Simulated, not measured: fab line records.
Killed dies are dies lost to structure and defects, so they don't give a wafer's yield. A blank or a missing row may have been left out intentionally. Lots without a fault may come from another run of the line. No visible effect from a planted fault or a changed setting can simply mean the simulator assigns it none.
The tool behind it: which one? :: flow nand_harc :: Sampling: 14 lots, 42 wafers, 2 of 1302 route steps

WHAT THE GAUGES SHOWED, per wafer
NHARC_P_BONDPAD_OVL_MEAS_38.
lot: L353
measured: day 6 23:16
on: overlay-02
overlay_x_nm (nm): -3 -3 -3
overlay_y_nm (nm): -4 -4 -4

lot: L354
measured: day 7 17:27
on: overlay-02
overlay_x_nm (nm): -14 -13 -13
overlay_y_nm (nm): -4 -4 -3

lot: L355
measured: day 8 02:49
on: overlay-01
overlay_x_nm (nm): -2 -3 -3
overlay_y_nm (nm): -3 -2 -3

lot: L356
measured: day 8 05:51
on: overlay-01
overlay_x_nm (nm): 0 -1 -1
overlay_y_nm (nm): 7 6 7

lot: L360
measured: day 10 01:36
on: overlay-01
overlay_x_nm (nm): 5 5 4
overlay_y_nm (nm): 2 2 3

lot: L361
measured: day 10 15:18
on: overlay-01
overlay_x_nm (nm): -10 -11 -10
overlay_y_nm (nm): -3 -3 -3

lot: L367
measured: day 13 02:43
on: overlay-02
overlay_x_nm (nm): 1 1 1
overlay_y_nm (nm): 4 4 3

lot: L368
measured: day 13 03:17
on: overlay-01
overlay_x_nm (nm): -1 -1 -2
overlay_y_nm (nm): -6 -6 -6

lot: L369
measured: day 13 19:49
on: overlay-01
overlay_x_nm (nm): -7 -7 -7
overlay_y_nm (nm): 11 11 11

lot: L371
measured: day 14 07:16
on: overlay-02
overlay_x_nm (nm): 10 10 10
overlay_y_nm (nm): 0 0 -1

lot: L372
measured: day 14 20:47
on: overlay-01
overlay_x_nm (nm): 7 7 7
overlay_y_nm (nm): -5 -5 -5

lot: L373
measured: day 15 02:01
on: overlay-02
overlay_x_nm (nm): 3 2 2
overlay_y_nm (nm): 5 5 5

lot: L374
measured: day 15 19:05
on: overlay-02
overlay_x_nm (nm): -10 -10 -9
overlay_y_nm (nm): -8 -9 -9

lot: L375
measured: day 16 03:14
on: overlay-01
overlay_x_nm (nm): 8 7 7
overlay_y_nm (nm): -2 -2 -3

WHICH TOOL RAN EACH LOT (tool, then ch and the chambers of the sampled wafers, then the start)
lot: L353
NHARC_P_M2_ANNEAL_31: rtp_anneal-01 ch 0, day 6 20:43

lot: L354
NHARC_P_M2_ANNEAL_31: rtp_anneal-02 ch 0, day 7 14:58

lot: L355
NHARC_P_M2_ANNEAL_31: rtp_anneal-01 ch 0, day 8 00:11

lot: L356
NHARC_P_M2_ANNEAL_31: rtp_anneal-02 ch 0, day 8 03:20

lot: L360
NHARC_P_M2_ANNEAL_31: rtp_anneal-02 ch 0, day 9 22:53

lot: L361
NHARC_P_M2_ANNEAL_31: rtp_anneal-02 ch 0, day 10 12:43

lot: L367
NHARC_P_M2_ANNEAL_31: rtp_anneal-02 ch 0, day 13 00:10

lot: L368
NHARC_P_M2_ANNEAL_31: rtp_anneal-02 ch 0, day 13 00:44

lot: L369
NHARC_P_M2_ANNEAL_31: rtp_anneal-01 ch 0, day 13 17:07

lot: L371
NHARC_P_M2_ANNEAL_31: rtp_anneal-02 ch 0, day 14 04:37

lot: L372
NHARC_P_M2_ANNEAL_31: rtp_anneal-01 ch 0, day 14 18:12

lot: L373
NHARC_P_M2_ANNEAL_31: rtp_anneal-02 ch 0, day 14 23:32

lot: L374
NHARC_P_M2_ANNEAL_31: rtp_anneal-01 ch 0, day 15 16:31

lot: L375
NHARC_P_M2_ANNEAL_31: rtp_anneal-01 ch 0, day 16 00:44
- NHARC_P_M2_ANNEAL_31: time 90 s.

AS READ BY THE TOOLS THEMSELVES (means over the sampled wafers that have a number; for cases with no such wafer, the mark the record gives instead)
NHARC_P_M2_ANNEAL_31.
lot: L353
tool: rtp_anneal-01
wafer_temp_C_max: 226.4

lot: L354
tool: rtp_anneal-02
wafer_temp_C_max: 225.8

lot: L355
tool: rtp_anneal-01
wafer_temp_C_max: 226.5

lot: L356
tool: rtp_anneal-02
wafer_temp_C_max: 225.8

lot: L360
tool: rtp_anneal-02
wafer_temp_C_max: 226.0

lot: L361
tool: rtp_anneal-02
wafer_temp_C_max: 225.7

lot: L367
tool: rtp_anneal-02
wafer_temp_C_max: 226.0

lot: L368
tool: rtp_anneal-02
wafer_temp_C_max: 225.8

lot: L369
tool: rtp_anneal-01
wafer_temp_C_max: 226.7

lot: L371
tool: rtp_anneal-02
wafer_temp_C_max: 226.2

lot: L372
tool: rtp_anneal-01
wafer_temp_C_max: 226.6

lot: L373
tool: rtp_anneal-02
wafer_temp_C_max: 226.2

lot: L374
tool: rtp_anneal-01
wafer_temp_C_max: 226.6

lot: L375
tool: rtp_anneal-01
wafer_temp_C_max: 226.7

THE ANSWER, worked out from the rows above alone
Rule: the usual values come from the lots themselves. Put in order of their means at a reading, lots are off if they are a third of the lots or fewer, leave a main group of 4 or more, and stand apart from it by a gap of 3 or more times the standard deviation of the main group's means; of several such gaps the widest counts. Not used: any main group whose means are identical at the precision the tables above print for the reading. Also off: a lot with no number at a reading for which 4 or more lots have one. All remaining lots with rows at the step are treated as sound. First the gauges in route order, then the tools' own readings, where a lot's mean is used as printed above. At the first step where some lot is off, the reading lying furthest off is the one used; lots without a number count as furthest.
No lot is off on any of the readings shown, so nothing can be concluded from this.

WHAT THE SIMULATOR PUT IN
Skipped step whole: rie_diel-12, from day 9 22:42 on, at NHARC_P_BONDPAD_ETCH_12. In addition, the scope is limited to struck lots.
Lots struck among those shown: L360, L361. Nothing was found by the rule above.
